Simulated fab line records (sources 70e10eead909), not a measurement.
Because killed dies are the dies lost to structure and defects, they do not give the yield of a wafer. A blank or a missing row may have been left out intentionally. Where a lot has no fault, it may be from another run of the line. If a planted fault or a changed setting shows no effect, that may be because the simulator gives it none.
fab line records	flow nandHarc
[record] lots = 7	wafers = 21	lastDay = 33
route steps=1302 shown P_STI@86 P_GATE@110 END@1302
lots that met no fault: taken from a fault-free run of the same line
startH: hours from the record's first day to the start of the lot's first wafer shown	waitH: how many hours have passed since the lot's step before this one	" identical to the entry in the row above	L1.1+2: a single row standing in for several wafers	- either no value or no given start	* or withheld: withheld	< > ~ a bound
route shown NAME@n: names a module that has steps shown in the file, with the first one's number in the route	usual: mean/standard deviation of fault-free wafers	same: alike in all rows	chamber/n: place in a boat	sites: per-site readings	_std_site: their standard deviation	_edge_site: inner sites' mean taken away from outer sites' mean	radiusMm: how far each site lies from the wafer's centre	mask NAME#n: copy n	behind: tool/chamber where the wafer was last shaped	hold: why the lot was held/for how many hours/how that ended	device: whichever transistor did not switch (one of n, p or np)	end of line: the tests these same wafers got at the end of their route	a step given without rows: its recipe and nothing more	killed: at the first sort, the dies lost to defects and structure; wafer yield is something else	map: the dies of a wafer, with x for killed, . for not killed, _ for no die there
set.NAME: the run value of the setting; set.NAME@STEP: its run value at that earlier step	model.NAME: the simulator's own value behind a step, which no gauge read
lots seen at some steps along the route; tables by step, rows by wafer
services: when a tool's chamber went out of use (startH, in hours from the record's first day, below 0 if earlier), for how many hours, and the reason
[[steps]]
[step NHARC_P_STI_HARDBAKE_13]
[recipe] tempC = 118	timeS = 65
[step NHARC_P_STI_DESCUM_14]
[recipe] timeS = 3	o2FlowSccm = 200	arFlowSccm = 0	biasPowerW = 0	chemistry = O2
[usual] drypumpMotorCurrentA = 5.7/0.48	oesProductAu = 0.998/0.0094	rfVppV = 57.9/0.96	showerheadPlenumPTorr = 1.94/0.095	throttleValvePct = 11.311/0.01
lot.wafer	tool	chamber	startH	waitH	drypumpMotorCurrentA	oesProductAu	rfHoursCounterH	rfVppV	showerheadPlenumPTorr	throttleValvePct
L671.4	rieDiel-05	0	46.58	-	5.3	0.995	13	59.0	1.98	11.310
L671.3	"	2	"	"	5.7	0.999	13	57.6	2.00	11.324
L671.6	"	1	"	"	6.3	1.005	-	57.6	1.94	11.310
L672.1	rieDiel-02	0	55.10	-	5.8	0.998	0	59.5	2.07	11.295
L672.4	"	1	"	"	5.1	0.989	0	58.3	1.79	11.305
L672.6	"	0	"	"	5.8	0.989	-	59.0	2.07	11.323
L674.1	rieDiel-02	1	74.81	-	5.1	0.994	1	56.4	1.79	11.309
L674.2	"	0	"	"	5.8	1.016	1	57.8	2.07	11.303
L674.6	"	1	"	"	5.1	1.008	-	57.6	1.79	11.302
L682.2	rieDiel-05	3	156.24	-	6.3	0.981	11	55.7	1.78	11.325
L682.4	"	1	"	"	6.2	0.984	-	57.6	1.93	11.316
L682.5	"	3	"	"	6.3	0.982	-	57.0	1.78	11.314
L683.4	rieDiel-05	0	162.68	-	5.3	0.995	11	59.1	1.98	11.313
L683.3	"	2	"	"	5.7	0.984	4	58.3	2.00	11.331
L683.6	"	1	"	"	6.3	0.981	-	58.3	1.93	11.309
L684.2	rieDiel-02	0	173.20	-	5.8	1.009	7	56.3	2.06	11.292
L684.1	"	2	"	"	5.2	1.001	7	59.0	1.96	11.302
L684.3	"	3	"	"	5.1	1.005	8	58.3	2.00	11.328
L694.4	rieDiel-05	3	276.02	-	6.3	1.001	3	57.6	1.78	11.309
L694.2	"	1	"	"	6.3	1.010	3	57.0	1.93	11.295
L694.5	"	0	"	"	5.3	0.996	-	60.2	1.97	11.303
[step NHARC_P_STI_ETCH_42]
[recipe] targetDepthA = 800	overetchA = 240	timeS = 61	ionEnergyEv = 200	n2FlowSccm = 150	h2FlowSccm = 150	arFlowSccm = 0	rfW = 400	biasW = 150	chemistry = N2/H2
[usual] drypumpMotorCurrentA = 5.7/0.49	oesProductAu = 0.998/0.0076	rfVppV = 431/3	showerheadPlenumPTorr = 2.07/0.1	throttleValvePct = 14.170/0.0098
lot.wafer	tool	chamber	startH	waitH	drypumpMotorCurrentA	oesProductAu	rfHoursCounterH	rfVppV	showerheadPlenumPTorr	throttleValvePct
L671.3	rieDiel-05	0	46.67	0.1	5.3	0.996	13	433	2.11	14.168
L671.4	"	3	"	"	6.3	1.002	13	427	1.90	14.193
L671.6	"	1	"	"	6.3	1.001	-	431	2.07	14.176
L672.4	rieDiel-02	0	55.18	0.1	5.8	0.987	0	435	2.21	14.156
L672.1	"	2	"	"	5.2	1.002	0	433	2.10	14.178
L672.6	"	0	"	"	5.8	0.994	-	434	2.21	14.164
L674.2	rieDiel-02	3	74.90	0.1	5.1	1.004	1	434	2.14	14.158
L674.1	"	1	"	"	5.1	0.989	1	426	1.91	14.162
L674.6	"	2	"	"	5.1	1.009	-	432	2.10	14.179
L682.2	rieDiel-05	0	156.34	0.1	5.3	0.997	11	433	2.11	14.169
L682.5	"	1	"	"	6.3	0.992	-	431	2.06	14.160
L682.4	"	3	"	"	6.3	0.990	-	425	1.89	14.154
L683.4	rieDiel-05	0	162.78	0.1	5.3	0.994	11	434	2.11	14.176
L683.3	"	1	"	"	6.3	0.989	11	433	2.06	14.176
L683.6	"	3	"	"	6.3	0.996	-	426	1.89	14.169
L684.3	rieDiel-02	0	173.29	0.1	5.8	1.015	7	435	2.20	14.152
L684.1	"	1	"	"	5.1	0.997	8	427	1.90	14.170
L684.2	"	2	"	"	5.2	1.010	7	430	2.09	14.166
L694.2	rieDiel-05	0	276.11	0.1	5.3	0.998	3	433	2.11	14.175
L694.4	"	1	"	"	6.3	0.998	3	429	2.06	14.175
L694.5	"	0	"	"	5.3	1.011	-	431	2.11	14.173
[step NHARC_P_STI_ETCH_31]
[recipe] targetDepthA = 1089	timeS = 54.5	cf4FlowSccm = 100	chf3FlowSccm = 30	arFlowSccm = 0	rfW = 500	biasW = 200	chemistry = CF4/CHF3
[usual] drypumpMotorCurrentA = 5.7/0.48	oesProductAu = 0.955/0.019	rfVppV = 371.2/2.6	showerheadPlenumPTorr = 1.59/0.072	throttleValvePct = 16.803/0.0086
lot.wafer	tool	chamber	startH	waitH	drypumpMotorCurrentA	oesProductAu	rfHoursCounterH	rfVppV	showerheadPlenumPTorr	throttleValvePct
L671.3	rieDiel-05	2	-	-	5.7	0.995	13	374.0	1.64	16.812
L671.4	"	3	"	"	6.3	0.974	13	367.1	1.47	16.798
L671.6	"	3	"	"	6.3	0.982	-	365.8	1.47	16.810
L672.1	rieDiel-02	3	-	-	5.1	0.954	0	372.6	1.64	16.806
L672.4	"	0	"	"	5.8	0.960	0	374.6	1.69	16.787
L672.6	"	3	"	"	5.1	0.968	-	374.1	1.64	16.803
L674.1	rieDiel-02	0	-	-	5.8	0.954	1	374.6	1.69	16.809
L674.2	"	2	"	"	5.2	0.933	1	371.4	1.61	16.788
L674.6	"	0	"	"	5.8	0.937	-	374.6	1.69	16.808
L682.2	rieDiel-05	0	-	-	5.3	0.955	11	372.2	1.62	16.814
L682.5	"	1	"	"	6.3	0.958	-	370.2	1.59	16.813
L682.4	"	0	"	"	5.3	0.954	-	371.6	1.62	16.800
L683.3	rieDiel-05	2	-	-	5.7	0.916	4	371.5	1.64	16.805
L683.4	"	1	"	"	6.3	0.916	11	370.0	1.59	16.810
L683.6	"	2	"	"	5.8	0.911	-	373.0	1.64	16.810
L684.1	rieDiel-02	1	-	-	5.1	0.927	8	366.6	1.48	16.795
L684.3	"	2	"	"	5.2	0.924	7	372.1	1.61	16.809
L684.2	"	0	"	"	5.8	0.937	7	375.0	1.69	16.804
L694.2	rieDiel-05	1	-	-	6.3	0.978	3	370.5	1.59	16.804
L694.4	"	3	"	"	6.3	0.959	3	366.3	1.47	16.796
L694.5	"	1	"	"	6.2	0.973	-	370.5	1.59	16.806
[step NHARC_P_STI_ETCH_15]
[recipe] targetDepthA = 3000	taperDeg = 4	timeS = 100.1	hbrFlowSccm = 150	cl2FlowSccm = 50	rfW = 400	icpW = 400	biasW = 100	chemistry = HBr/Cl2
[step NHARC_P_STI_CD_MEAS_16]
[usual] cdNm = 198.2/2.8
lot.wafer	tool	chamber	startH	waitH	cdNm
L671.3	cdSem-01	-	47.03	-	203.0
L671.4	"	-	"	"	195.7
L671.6	"	-	"	"	199.9
L672.1	cdSem-01	-	55.54	-	199.5
L672.4	"	-	"	"	195.6
L672.6	"	-	"	"	197.0
L674.1	cdSem-01	-	75.28	-	199.9
L674.2	"	-	"	"	198.4
L674.6	"	-	"	"	199.4
L682.2	cdSem-01	-	156.70	-	195.5
L682.4	"	-	"	"	199.2
L682.5	"	-	"	"	195.4
L683.3	cdSem-03	-	163.13	-	201.2
L683.4	"	-	"	"	197.1
L683.6	"	-	"	"	197.8
L684.1	cdSem-01	-	173.64	-	193.1
L684.2	"	-	"	"	194.4
L684.3	"	-	"	"	194.6
L694.2	cdSem-01	-	276.46	-	194.9
L694.4	"	-	"	"	197.4
L694.5	"	-	"	"	198.7
[step NHARC_P_STI_OCD_MEAS_17]
[usual] trenchDepthNm = 302/5.2	trenchFootCdNm = 156.9/2.5
lot.wafer	tool	chamber	startH	waitH	trenchDepthNm	trenchFootCdNm
L671.3	ocd-01	-	47.11	0.1	303	159.7
L671.4	"	-	"	"	307	152.5
L671.6	"	-	"	"	304	157.8
L672.1	ocd-02	-	55.63	0.1	312	157.8
L672.4	"	-	"	"	304	154.2
L672.6	"	-	"	"	312	154.9
L674.1	ocd-02	-	75.37	0.1	289	159.7
L674.2	"	-	"	"	296	160.3
L674.6	"	-	"	"	296	159.6
L682.2	ocd-02	-	156.78	0.1	295	154.9
L682.4	"	-	"	"	295	158.6
L682.5	"	-	"	"	301	153.7
L683.3	ocd-02	-	163.22	0.1	307	158.3
L683.4	"	-	"	"	307	154.2
L683.6	"	-	"	"	307	154.2
L684.1	ocd-02	-	173.72	0.1	299	151.8
L684.2	"	-	"	"	298	154.6
L684.3	"	-	"	"	301	154.4
L694.2	ocd-02	-	276.55	0.1	312	151.7
L694.4	"	-	"	"	302	156.5
L694.5	"	-	"	"	304	157.0
[step NHARC_P_STI_STRIP_19]
[recipe] timeS = 900	tempC = 130	chemistry = SPM
[step NHARC_P_STI_PRECLEAN_32]
[recipe] timeS = *	tempC = 50	bathAgeMin = 0	chemistry = SC1
[step NHARC_P_STI_SRD_23]
[step NHARC_P_STI_OCD_MEAS_43]
[usual] trenchDepthNm = 302/5.2	trenchFootCdNm = 156.9/2.5
lot.wafer	tool	chamber	startH	waitH	trenchDepthNm	trenchFootCdNm
L671.3	ocd-01	-	47.62	-	303	159.3
L671.4	"	-	"	"	307	152.6
L671.6	"	-	"	"	304	157.4
L672.1	ocd-02	-	56.13	-	312	157.7
L672.4	"	-	"	"	304	154.1
L672.6	"	-	"	"	312	155.8
L674.1	ocd-01	-	75.87	-	290	160.4
L674.2	"	-	"	"	297	160.3
L674.6	"	-	"	"	296	159.2
L682.2	ocd-01	-	157.29	-	295	154.9
L682.4	"	-	"	"	294	159.2
L682.5	"	-	"	"	301	153.6
L683.3	ocd-02	-	163.73	-	307	158.9
L683.4	"	-	"	"	307	154.0
L683.6	"	-	"	"	306	154.4
L684.1	ocd-01	-	174.23	-	299	152.2
L684.2	"	-	"	"	298	154.6
L684.3	"	-	"	"	301	153.5
L694.2	ocd-01	-	277.06	-	312	151.3
L694.4	"	-	"	"	302	157.0
L694.5	"	-	"	"	304	156.8
[step NHARC_P_STI_OXIDE_33]
[recipe] targetThkA = 100	tempC = 1000	oxTimeS = 281	material = SiO2
[step NHARC_P_STI_HDPCVD_20]
[recipe] targetThkA = withheld	sigmaOpenFrac = withheld	material = SiO2
lot.wafer	tool	chamber	startH	waitH
L671.4+3+6	hdpcvd-01	1,0,0	55.38	0.5
L672.1+4+6	hdpcvd-01	1	64.58	0.5
L674.1+2+6	hdpcvd-01	1,0,0	83.57	0.4
L682.2+4+5	hdpcvd-01	1	165.19	0.4
L683.3+4+6	hdpcvd-01	1,0,0	172.62	0.5
L684.1+2+3	hdpcvd-01	0,1,0	183.45	0.4
L694.2+4+5	hdpcvd-01	1	285.58	0.5
[step NHARC_P_STI_ANNEAL_34]
[recipe] tempC = 1000	timeS = 1800
[step NHARC_P_STI_CMP_21]
[recipe] tOverpolishS = 20	targetThkNm = 380.67
[usual] motorCurrentA = 12.3/1.1	overpolishRunS = 20.001/0.0086
lot.wafer	tool	chamber	startH	waitH	motorCurrentA	overpolishRunS
L671.4	cmp-04	3	63.73	0.4	12.0	20.003
L671.3	"	1	"	"	11.6	19.993
L671.6	"	2	"	"	14.1	19.996
L672.1	cmp-04	1	75.92	0.4	11.8	19.990
L672.4	"	3	"	"	12.4	19.993
L672.6	"	0	"	"	10.7	20.014
L674.2	cmp-01	2	92.69	0.4	13.2	20.011
L674.1	"	1	"	"	12.7	19.993
L674.6	"	3	"	"	13.4	20.015
L682.4	cmp-04	2	174.91	0.4	13.3	20.020
L682.2	"	3	"	"	12.3	19.996
L682.5	"	1	"	"	12.0	20.004
L683.3	cmp-01	2	181.64	0.4	12.8	20.008
L683.4	"	0	"	"	11.6	20.004
L683.6	"	1	"	"	11.9	19.995
L684.3	cmp-02	3	192.61	0.4	11.8	20.005
L684.1	"	0	"	"	12.9	20.007
L684.2	"	1	"	"	12.9	20.001
L694.2	cmp-04	2	294.10	0.4	14.4	19.994
L694.4	"	3	"	"	12.0	19.985
L694.5	"	2	"	"	14.5	20.003
[step NHARC_P_STI_SRD_35]
[step NHARC_P_STI_ETCH_36]
[recipe] targetDepthA = 388	chemistry = dHF	material = SiO2
[step NHARC_P_STI_STRIP_24]
[recipe] tempC = 160	chemistry = H3PO4	material = Si3N4
[step NHARC_P_STI_ETCH_37]
[recipe] targetDepthA = 110	chemistry = dHF	material = SiO2
[step NHARC_P_STI_PRECLEAN_38]
[recipe] timeS = *	tempC = 50	bathAgeMin = 0	chemistry = SC1
[step NHARC_P_STI_SRD_39]
[step NHARC_P_STI_OXIDE_40]
[recipe] targetThkA = 100	tempC = 900	oxTimeS = 1362	material = SiO2
[step NHARC_P_STI_INSPECT_25]
[usual] rawDefectCount = 216/74
lot.wafer	tool	chamber	startH	waitH	rawDefectCount
L671.3	defectInspect-01	-	71.43	0.4	233
L671.4	"	-	"	"	292
L671.6	"	-	"	"	176
L672.1	defectInspect-01	-	84.49	0.4	271
L672.4	"	-	"	"	223
L672.6	"	-	"	"	278
L674.1	defectInspect-02	-	104.05	0.4	216
L674.2	"	-	"	"	287
L674.6	"	-	"	"	189
L682.2	defectInspect-01	-	184.20	0.4	355
L682.4	"	-	"	"	182
L682.5	"	-	"	"	196
L683.3	defectInspect-02	-	189.36	0.4	174
L683.4	"	-	"	"	141
L683.6	"	-	"	"	214
L684.1	defectInspect-01	-	200.30	0.4	258
L684.2	"	-	"	"	104
L684.3	"	-	"	"	201
L694.2	defectInspect-01	-	305.06	0.4	188
L694.4	"	-	"	"	181
L694.5	"	-	"	"	176
[step NHARC_P_GATE_ETCH_69]
[recipe] targetDepthA = 140	chemistry = dHF	material = SiO2
[step NHARC_P_GATE_PRECLEAN_70]
[recipe] timeS = *	tempC = 50	bathAgeMin = 0	chemistry = SC1
[step NHARC_P_GATE_SRD_01]
[step NHARC_P_GATE_OXIDE_02]
[recipe] targetThkA = 375	tempC = 950	pH2oTorr = 720	oxTimeS = 365	material = SiO2
[step NHARC_P_GATE_DEHYDRATE_03]
[recipe] tempC = 150	timeS = 120
[step NHARC_P_GATE_HMDS_04]
[recipe] timeS = 30
[step NHARC_P_GATE_COAT_05]
[recipe] spinRpm = 4690
[step NHARC_P_GATE_SOFTBAKE_06]
[recipe] tempC = 122	timeS = 95
[step NHARC_P_GATE_EBR_07]
[step NHARC_P_GATE_EXPOSE_08]
[recipe] na = 0.6	doseMj = 16.75	maskId = P_HV
[step NHARC_P_GATE_PEB_09]
[recipe] pebTempC = 118	pebTimeS = 85
[step NHARC_P_GATE_DEVELOP_10]
[recipe] timeS = 70
[step NHARC_P_GATE_CD_MEAS_11]
[recipe] targetCdNm = 1640	landingEnergyEv = 500
[usual] cdNm = 1639.4/1.2
lot.wafer	tool	chamber	startH	waitH	cdNm
L671.3	cdSem-01	0	80.66	-	1640.8
L671.4	"	0	"	"	1640.8
L671.6	"	0	"	"	1641.3
L672.1	cdSem-02	0	95.78	-	1639.2
L672.4	"	0	"	"	1641.1
L672.6	"	0	"	"	1638.5
L674.1	cdSem-01	0	112.36	-	1641.6
L674.2	"	0	"	"	1639.8
L674.6	"	0	"	"	1639.9
L682.2	cdSem-01	0	192.69	-	1640.7
L682.5	"	0	"	"	1642.3
L683.6	cdSem-03	0	197.63	-	1637.1
L684.2	cdSem-03	0	208.64	-	1639.2
L694.2	cdSem-03	0	313.43	-	1637.9
L694.4	"	0	"	"	1639.4
L694.5	"	0	"	"	1638.5
[step NHARC_P_GATE_HARDBAKE_12]
[recipe] tempC = 125	timeS = 80
[step NHARC_P_GATE_DESCUM_13]
[recipe] timeS = 3	o2FlowSccm = 200	arFlowSccm = 0	biasPowerW = 0	chemistry = O2
[usual] drypumpMotorCurrentA = 5.4/0.5	oesProductAu = 0.997/0.01	rfVppV = 57.7/0.9	showerheadPlenumPTorr = 1.91/0.093	throttleValvePct = 11.310/0.0088
lot.wafer	tool	chamber	startH	waitH	drypumpMotorCurrentA	oesProductAu	rfHoursCounterH	rfVppV	showerheadPlenumPTorr	throttleValvePct
L671.4	rieDiel-13	2	80.84	-	4.9	0.994	3.0	58.2	1.96	11.309
L671.3	"	3	"	"	5.5	0.988	4.7	58.3	2.03	11.304
L671.6	"	0	"	"	5.8	0.989	-	57.0	1.89	11.324
L672.4	rieDiel-13	3	95.94	-	5.5	0.988	4.9	59.1	2.03	11.312
L672.1	"	0	"	"	5.7	1.001	4.4	57.8	1.89	11.307
L672.6	"	3	"	"	5.5	0.986	-	59.4	2.03	11.295
L674.2	rieDiel-06	2	112.52	-	5.2	0.989	7.2	56.7	1.83	11.321
L674.1	"	3	"	"	6.6	0.999	8.5	55.8	1.79	11.326
L674.6	"	2	"	"	5.3	0.983	-	56.7	1.83	11.313
L682.2	rieDiel-06	2	192.89	-	5.2	0.991	3.0	56.9	1.83	11.296
L682.5	"	0	"	"	5.6	1.002	-	58.3	1.96	11.325
L683.6	rieDiel-06	1	197.84	-	5.6	1.002	-	56.5	1.78	11.303
L684.2	rieDiel-06	3	208.80	-	6.6	1.016	4.8	57.0	1.79	11.323
L694.4	rieDiel-13	3	313.59	-	5.5	1.000	7.2	57.4	2.03	11.306
L694.2	"	1	"	"	4.7	0.996	8.3	56.9	1.79	11.312
L694.5	"	3	"	"	5.5	1.000	-	58.6	2.03	11.298
[step NHARC_P_GATE_ETCH_14]
[recipe] targetDepthA = 488	chemistry = dHF	material = SiO2
[step NHARC_P_GATE_STRIP_15]
[recipe] timeS = 780	tempC = 130	chemistry = SPM
[step NHARC_P_GATE_PRECLEAN_71]
[recipe] timeS = *	tempC = 50	bathAgeMin = 0	chemistry = SC1
[step NHARC_END_SORT_01]
[recipe] tempC = 25
[usual] killedAtArray = 53/19	killedAtOther = 0.8/1.2	killedAtPeriphery = 3.7/2.3	killedDies = 57/19	killedOpen = 3.2/1.7	killedShort = 2.6/1.8
[same] grossDies = 677
lot.wafer	tool	chamber	startH	waitH	killedAtArray	killedAtOther	killedAtPeriphery	killedDies	killedOpen	killedShort
L672.1	prober-02	0	579.71	2.5	52	0	8	60	4	3
L672.4	prober-02	0	582.14	3.4	41	0	5	46	3	2
L672.6	prober-02	0	583.76	4.0	50	0	4	54	1	1
L671.3	prober-01	0	581.26	3.1	48	0	2	50	3	2
L671.4	prober-01	0	582.07	3.4	77	0	3	80	3	4
L671.6	prober-01	0	583.68	4.0	60	0	2	62	1	10
L683.3	prober-02	0	663.83	3.1	52	4	621	677	1	7
L683.4	prober-02	0	664.62	3.4	80	2	595	677	6	2
L683.6	prober-02	0	666.21	4.0	80	0	1	81	2	2
L682.4	prober-01	0	672.41	3.4	22	0	655	677	2	3
L684.1	prober-01	0	698.45	2.5	34	0	643	677	4	0
L684.2	prober-01	0	699.26	2.8	55	0	3	58	4	1
L684.3	prober-01	0	700.06	3.1	43	0	634	677	1	2
// killed by level:class
L672.1 A_CHANNEL_HOLE_D2:chamberFilmFlake=20 A_CHANNEL_HOLE_D1:chamberFilmFlake=19 A_STAIRCASE:chamberFilmFlake=4 P_GATE:chamberFilmFlake=3 A_DECK1_JOINT:geometricParticle:open=2 P_STI:chamberFilmFlake=2 P_M2:chamberFilmFlake=2 A_CHANNEL_FILL_D2:chamberFilmFlake=2
L671.3 A_SLIT:chamberFilmFlake=22 A_CHANNEL_HOLE_D1:chamberFilmFlake=15 A_CHANNEL_HOLE_D2:chamberFilmFlake=5 A_M0:geometricParticle:open=2 P_M0:geometricParticle:short=1 P_M1:geometricParticle:open=1 A_WL_FILL:geometricParticle:short=1 A_WL_FILL:chamberFilmFlake=1
L671.4 A_CHANNEL_HOLE_D1:chamberFilmFlake=37 A_SLIT:chamberFilmFlake=24 A_WL_FILL:chamberFilmFlake=4 A_CHANNEL_HOLE_D2:chamberFilmFlake=3 A_ONON_D1:geometricParticle:open=2 A_CONTACT:chamberFilmFlake=2 P_CONTACT:geometricParticle:short=1 A_CHANNEL_FILL_D1:geometricParticle:short=1
L672.4 A_CHANNEL_HOLE_D2:chamberFilmFlake=13 A_CHANNEL_HOLE_D1:chamberFilmFlake=10 A_CONTACT:chamberFilmFlake=9 A_STAIRCASE:chamberFilmFlake=4 P_M2:chamberFilmFlake=3 P_CONTACT:geometricParticle:open=1 A_CHANNEL_FILL_D1:geometricParticle:short=1 A_DECK1_JOINT:geometricParticle:short=1
L671.6 A_CHANNEL_HOLE_D1:chamberFilmFlake=20 A_SLIT:chamberFilmFlake=18 A_CHANNEL_HOLE_D2:chamberFilmFlake=7 A_ONON_D2:geometricParticle:short=4 A_WL_FILL:chamberFilmFlake=3 A_WL_FILL:geometricParticle:short=2 P_GATE:chamberFilmFlake=2 A_ONON_D1:geometricParticle:short=1
L672.6 A_CHANNEL_HOLE_D1:chamberFilmFlake=28 A_CHANNEL_HOLE_D2:chamberFilmFlake=11 A_CONTACT:chamberFilmFlake=4 A_STAIRCASE:chamberFilmFlake=3 P_M2:chamberFilmFlake=2 A_CHANNEL_FILL_D2:chamberFilmFlake=2 A_CHANNEL_HOLE_D2:geometricParticle:short=1 A_SLIT:geometricParticle:open=1
L683.3 P_STI:areaHdpcvd=615 A_SLIT:chamberFilmFlake=28 A_CHANNEL_HOLE_D1:chamberFilmFlake=18 THIN_TSV:chamberFilmFlake=3 P_M2:geometricParticle:short=2 P_M1:chamberFilmFlake=2 P_M0:geometricParticle:short=1 P_M1:geometricParticle:short=1
L683.4 P_STI:areaHdpcvd=592 A_SLIT:chamberFilmFlake=35 A_CHANNEL_HOLE_D1:chamberFilmFlake=30 A_CONTACT:chamberFilmFlake=4 A_CHANNEL_FILL_D1:geometricParticle:open=2 A_WL_FILL:geometricParticle:short=2 A_DECK1_JOINT:chamberFilmFlake=2 THIN_TSV:chamberFilmFlake=2
L683.6 A_SLIT:chamberFilmFlake=40 A_CHANNEL_HOLE_D1:chamberFilmFlake=31 A_DECK1_JOINT:chamberFilmFlake=2 A_CONTACT:chamberFilmFlake=2 P_M0:geometricParticle:short=1 A_ONON_D1:geometricParticle:short=1 A_ONON_D1:geometricParticle:open=1 A_CHANNEL_HOLE_D1:geometricParticle:open=1
L682.4 P_STI:areaHdpcvd=652 A_CHANNEL_HOLE_D1:chamberFilmFlake=9 A_CHANNEL_FILL_D2:chamberFilmFlake=3 A_ONON_D2:geometricParticle:short=2 P_M1:chamberFilmFlake=2 A_SLIT:chamberFilmFlake=2 A_CONTACT:chamberFilmFlake=2 P_M0:geometricParticle:open=1
L684.1 P_STI:areaHdpcvd=639 A_CHANNEL_HOLE_D2:chamberFilmFlake=14 A_CHANNEL_HOLE_D1:chamberFilmFlake=13 P_M1:chamberFilmFlake=2 A_SLIT:chamberFilmFlake=2 P_CONTACT:geometricParticle:open=1 A_SGD_CUT:geometricParticle:open=1 A_CONTACT:geometricParticle:open=1
L684.2 A_CHANNEL_HOLE_D1:chamberFilmFlake=32 A_CHANNEL_HOLE_D2:chamberFilmFlake=17 P_M0:geometricParticle:open=1 P_M1:geometricParticle:open=1 A_SOURCE_PLATE:geometricParticle:open=1 A_DECK1_JOINT:geometricParticle:open=1 A_M1:geometricParticle:short=1 P_ZERO_WELL:chamberFilmFlake=1
L684.3 P_STI:areaHdpcvd=633 A_CHANNEL_HOLE_D1:chamberFilmFlake=19 A_CHANNEL_HOLE_D2:chamberFilmFlake=16 A_SLIT:chamberFilmFlake=3 P_CONTACT:geometricParticle:short=1 A_DECK1_JOINT:geometricParticle:short=1 A_ONON_D2:geometricParticle:open=1 A_DECK1_JOINT:chamberFilmFlake=1
// map L682.4 (x killed, . not)
____________x____________
_________xxxxxxx_________
_______xxxxxxxxxxx_______
______xxxxxxxxxxxxx______
_____xxxxxxxxxxxxxxx_____
____xxxxxxxxxxxxxxxxx____
____xxxxxxxxxxxxxxxxx____
___xxxxxxxxxxxxxxxxxxx___
___xxxxxxxxxxxxxxxxxxx___
__xxxxxxxxxxxxxxxxxxxxx__
__xxxxxxxxxxxxxxxxxxxxx__
_xxxxxxxxxxxxxxxxxxxxxxx_
_xxxxxxxxxxxxxxxxxxxxxxx_
_xxxxxxxxxxxxxxxxxxxxxxx_
_xxxxxxxxxxxxxxxxxxxxxxx_
_xxxxxxxxxxxxxxxxxxxxxxx_
xxxxxxxxxxxxxxxxxxxxxxxxx
xxxxxxxxxxxxxxxxxxxxxxxxx
xxxxxxxxxxxxxxxxxxxxxxxxx
xxxxxxxxxxxxxxxxxxxxxxxxx
xxxxxxxxxxxxxxxxxxxxxxxxx
_xxxxxxxxxxxxxxxxxxxxxxx_
_xxxxxxxxxxxxxxxxxxxxxxx_
_xxxxxxxxxxxxxxxxxxxxxxx_
_xxxxxxxxxxxxxxxxxxxxxxx_
_xxxxxxxxxxxxxxxxxxxxxxx_
__xxxxxxxxxxxxxxxxxxxxx__
__xxxxxxxxxxxxxxxxxxxxx__
___xxxxxxxxxxxxxxxxxxx___
___xxxxxxxxxxxxxxxxxxx___
____xxxxxxxxxxxxxxxxx____
____xxxxxxxxxxxxxxxxx____
_____xxxxxxxxxxxxxxx_____
______xxxxxxxxxxxxx______
_______xxxxxxxxxxx_______
_________xxxxxxx_________
____________x____________
// map L683.3 (x killed, . not)
____________x____________
_________xxxxxxx_________
_______xxxxxxxxxxx_______
______xxxxxxxxxxxxx______
_____xxxxxxxxxxxxxxx_____
____xxxxxxxxxxxxxxxxx____
____xxxxxxxxxxxxxxxxx____
___xxxxxxxxxxxxxxxxxxx___
___xxxxxxxxxxxxxxxxxxx___
__xxxxxxxxxxxxxxxxxxxxx__
__xxxxxxxxxxxxxxxxxxxxx__
_xxxxxxxxxxxxxxxxxxxxxxx_
_xxxxxxxxxxxxxxxxxxxxxxx_
_xxxxxxxxxxxxxxxxxxxxxxx_
_xxxxxxxxxxxxxxxxxxxxxxx_
_xxxxxxxxxxxxxxxxxxxxxxx_
xxxxxxxxxxxxxxxxxxxxxxxxx
xxxxxxxxxxxxxxxxxxxxxxxxx
xxxxxxxxxxxxxxxxxxxxxxxxx
xxxxxxxxxxxxxxxxxxxxxxxxx
xxxxxxxxxxxxxxxxxxxxxxxxx
_xxxxxxxxxxxxxxxxxxxxxxx_
_xxxxxxxxxxxxxxxxxxxxxxx_
_xxxxxxxxxxxxxxxxxxxxxxx_
_xxxxxxxxxxxxxxxxxxxxxxx_
_xxxxxxxxxxxxxxxxxxxxxxx_
__xxxxxxxxxxxxxxxxxxxxx__
__xxxxxxxxxxxxxxxxxxxxx__
___xxxxxxxxxxxxxxxxxxx___
___xxxxxxxxxxxxxxxxxxx___
____xxxxxxxxxxxxxxxxx____
____xxxxxxxxxxxxxxxxx____
_____xxxxxxxxxxxxxxx_____
______xxxxxxxxxxxxx______
_______xxxxxxxxxxx_______
_________xxxxxxx_________
____________x____________
[[services]]
tool	chamber	startH	hours	kind
rieDiel-05	0	23.99	4.6	repair
rieDiel-13	2	25.71	12.3	repair
rieDiel-13	-	30.83	0.2	repair
rieDiel-05	2	30.85	1.3	repair
rieDiel-02	-	39.91	9.0	pm
rieDiel-05	-	52.60	9.0	pm
rieDiel-05	2	97.60	60.3	repair
rieDiel-02	0	100.11	9.1	repair
cmp-04	-	111.00	4.0	pm
rieDiel-05	1	112.74	5.0	repair
cmp-04	-	151.48	1.3	repair
rieDiel-02	2	154.24	8.4	repair
cmp-04	-	177.38	0.5	repair
hdpcvd-01	-	185.00	13.0	pm
rieDiel-05	-	192.08	1.6	repair
cmp-04	-	209.00	4.0	pm
rieDiel-05	1	212.58	10.1	repair
cmp-04	-	214.03	4.0	repair
rieDiel-02	-	216.91	9.0	pm
rieDiel-05	-	229.60	9.0	pm
rieDiel-02	0	262.13	3.0	repair
cmp-04	-	298.32	2.3	repair
rieDiel-05	3	301.09	3.7	repair
cmp-04	-	307.04	4.0	pm
[[key]]
[firstSign] step = NHARC_END_SORT_01	reading = killedAtPeriphery	direction = up	sigmas = 99+	usual = 3.7	struck = 629.6
[effect] step = NHARC_END_SORT_01	reading = killedDies	direction = up	sigmas = 32	usual = 57	struck = 677
[moreKillsBornAt] NHARC_P_STI_HDPCVD_20@hdpcvd-01 = 3131
metAt NHARC_P_STI_HDPCVD_20
struckWafers L682.4,L683.3,L683.4,L684.1,L684.3
laterRowsLeftOut L682.4,L683.3,L683.4,L684.1,L684.3
testerLeftOut L682,L683,L684
onsetBetween 83.57 165.19
[fault] kind = processParameterDrift	tool = hdpcvd-01	chamber = -	onsetH = 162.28	steps = NHARC_P_STI_HDPCVD_20	channel = targetThkA	offset = withheld	shape = step	endH = 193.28	scope = struckWafersOnly
// testerLeftOut: of these lots the tester's yield and bins aren't shown, on N5 and GAA mostly nor the transistor test; their killed dies are dies lost to structure and defects alone, not to doping, threshold or leakage, so they don't give the yield
// laterRowsLeftOut: the simulator's readings of these wafers behind a module that went badly wrong aren't trusted and aren't shown, but for the sort
